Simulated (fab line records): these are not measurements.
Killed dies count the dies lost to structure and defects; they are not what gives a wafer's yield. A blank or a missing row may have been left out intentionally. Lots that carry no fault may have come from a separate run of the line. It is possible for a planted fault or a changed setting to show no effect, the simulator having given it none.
Matching of chambers :: flow nand-harc :: rie-diel-10 running NHARC_A_SGD_CUT_ETCH_58: 4 sister chambers
The step etches the open film in CF4, target depth 39 nm, time 65 s. 20 wafers are shown with their chamber, then 10 later ones without.

WAFERS WITH THEIR CHAMBER
wafer: L082.1
chamber: 0
showerhead-plenum-p-Torr (Torr): 1.68
drypump-motor-current-A (A): 6.6
rf-vpp-V (V): 150.1

wafer: L082.3
chamber: 1
showerhead-plenum-p-Torr (Torr): 1.83
drypump-motor-current-A (A): 5.2
rf-vpp-V (V): 152.9

wafer: L082.6
chamber: 3
showerhead-plenum-p-Torr (Torr): 1.65
drypump-motor-current-A (A): 6.3
rf-vpp-V (V): 149.9

wafer: L085.1
chamber: 0
showerhead-plenum-p-Torr (Torr): 1.68
drypump-motor-current-A (A): 6.6
rf-vpp-V (V): 149.9

wafer: L085.2
chamber: 2
showerhead-plenum-p-Torr (Torr): 1.66
drypump-motor-current-A (A): 5.7
rf-vpp-V (V): 150.9

wafer: L085.3
chamber: 3
showerhead-plenum-p-Torr (Torr): 1.65
drypump-motor-current-A (A): 6.3
rf-vpp-V (V): 148.0

wafer: L084.2
chamber: 3
showerhead-plenum-p-Torr (Torr): 1.65
drypump-motor-current-A (A): 6.3
rf-vpp-V (V): 150.5

wafer: L084.5
chamber: 1
showerhead-plenum-p-Torr (Torr): 1.83
drypump-motor-current-A (A): 5.2
rf-vpp-V (V): 151.8

wafer: L084.6
chamber: 2
showerhead-plenum-p-Torr (Torr): 1.66
drypump-motor-current-A (A): 5.8
rf-vpp-V (V): 150.1

wafer: L086.3
chamber: 3
showerhead-plenum-p-Torr (Torr): 1.65
drypump-motor-current-A (A): 6.3
rf-vpp-V (V): 150.0

wafer: L086.4
chamber: 0
showerhead-plenum-p-Torr (Torr): 1.68
drypump-motor-current-A (A): 6.6
rf-vpp-V (V): 151.1

wafer: L086.6
chamber: 0
showerhead-plenum-p-Torr (Torr): 1.68
drypump-motor-current-A (A): 6.6
rf-vpp-V (V): 151.1

wafer: L087.2
chamber: 0
showerhead-plenum-p-Torr (Torr): 1.68
drypump-motor-current-A (A): 6.6
rf-vpp-V (V): 150.6

wafer: L087.5
chamber: 1
showerhead-plenum-p-Torr (Torr): 1.82
drypump-motor-current-A (A): 5.2
rf-vpp-V (V): 152.5

wafer: L087.6
chamber: 0
showerhead-plenum-p-Torr (Torr): 1.68
drypump-motor-current-A (A): 6.6
rf-vpp-V (V): 150.2

wafer: L089.2
chamber: 3
showerhead-plenum-p-Torr (Torr): 1.65
drypump-motor-current-A (A): 6.3
rf-vpp-V (V): 148.5

wafer: L089.4
chamber: 2
showerhead-plenum-p-Torr (Torr): 1.66
drypump-motor-current-A (A): 5.8
rf-vpp-V (V): 150.1

wafer: L089.5
chamber: 1
showerhead-plenum-p-Torr (Torr): 1.83
drypump-motor-current-A (A): 5.2
rf-vpp-V (V): 152.2

wafer: L091.3
chamber: 2
showerhead-plenum-p-Torr (Torr): 1.66
drypump-motor-current-A (A): 5.7
rf-vpp-V (V): 149.6

wafer: L091.4
chamber: 0
showerhead-plenum-p-Torr (Torr): 1.68
drypump-motor-current-A (A): 6.6
rf-vpp-V (V): 148.8

SIGNATURES (means of the wafers above)
reading: showerhead-plenum-p-Torr
chamber 0: 1.6800
chamber 1: 1.8275
chamber 2: 1.6600
chamber 3: 1.6500
scatter within a chamber: 0.00217

reading: drypump-motor-current-A
chamber 0: 6.600
chamber 1: 5.200
chamber 2: 5.750
chamber 3: 6.300
scatter within a chamber: 0.025

reading: rf-vpp-V
chamber 0: 150.257
chamber 1: 152.350
chamber 2: 150.175
chamber 3: 149.380
scatter within a chamber: 0.788
Rule: distance of a wafer from a chamber = root of the sum over the readings of ((wafer's reading minus chamber's mean) / reading's scatter) squared. The wafer belongs to the nearest chamber; if the next one is less than 2 further off, it can't be placed. The scatter: the root of (the sum of the squares of (reading less its chamber's mean) over the shown wafers, divided by (wafers less chambers)).

WAFERS MISSING THEIR CHAMBER
wafer: L091.6
showerhead-plenum-p-Torr (Torr): 1.66
drypump-motor-current-A (A): 5.7
rf-vpp-V (V): 149.2

wafer: L094.2
showerhead-plenum-p-Torr (Torr): 1.82
drypump-motor-current-A (A): 5.2
rf-vpp-V (V): 152.7

wafer: L094.4
showerhead-plenum-p-Torr (Torr): 1.68
drypump-motor-current-A (A): 6.6
rf-vpp-V (V): 151.3

wafer: L094.6
showerhead-plenum-p-Torr (Torr): 1.82
drypump-motor-current-A (A): 5.2
rf-vpp-V (V): 152.5

wafer: L095.2
showerhead-plenum-p-Torr (Torr): 1.65
drypump-motor-current-A (A): 5.7
rf-vpp-V (V): 150.4

wafer: L095.4
showerhead-plenum-p-Torr (Torr): 1.68
drypump-motor-current-A (A): 6.6
rf-vpp-V (V): 149.4

wafer: L095.6
showerhead-plenum-p-Torr (Torr): 1.68
drypump-motor-current-A (A): 6.6
rf-vpp-V (V): 150.0

wafer: L097.2
showerhead-plenum-p-Torr (Torr): 1.65
drypump-motor-current-A (A): 6.3
rf-vpp-V (V): 150.2

wafer: L097.4
showerhead-plenum-p-Torr (Torr): 1.68
drypump-motor-current-A (A): 6.6
rf-vpp-V (V): 149.6

wafer: L097.6
showerhead-plenum-p-Torr (Torr): 1.65
drypump-motor-current-A (A): 6.3
rf-vpp-V (V): 148.9

CHAMBER TAKEN BY EACH
wafer: L091.6
from the rows above: 2
in truth: 2

wafer: L094.2
from the rows above: 1
in truth: 1

wafer: L094.4
from the rows above: 0
in truth: 0

wafer: L094.6
from the rows above: 1
in truth: 1

wafer: L095.2
from the rows above: 2
in truth: 2

wafer: L095.4
from the rows above: 0
in truth: 0

wafer: L095.6
from the rows above: 0
in truth: 0

wafer: L097.2
from the rows above: 3
in truth: 3

wafer: L097.4
from the rows above: 0
in truth: 0

wafer: L097.6
from the rows above: 3
in truth: 3
10 of 10 placed correctly. Not placeable from these rows: 0. 0 placed wrongly.
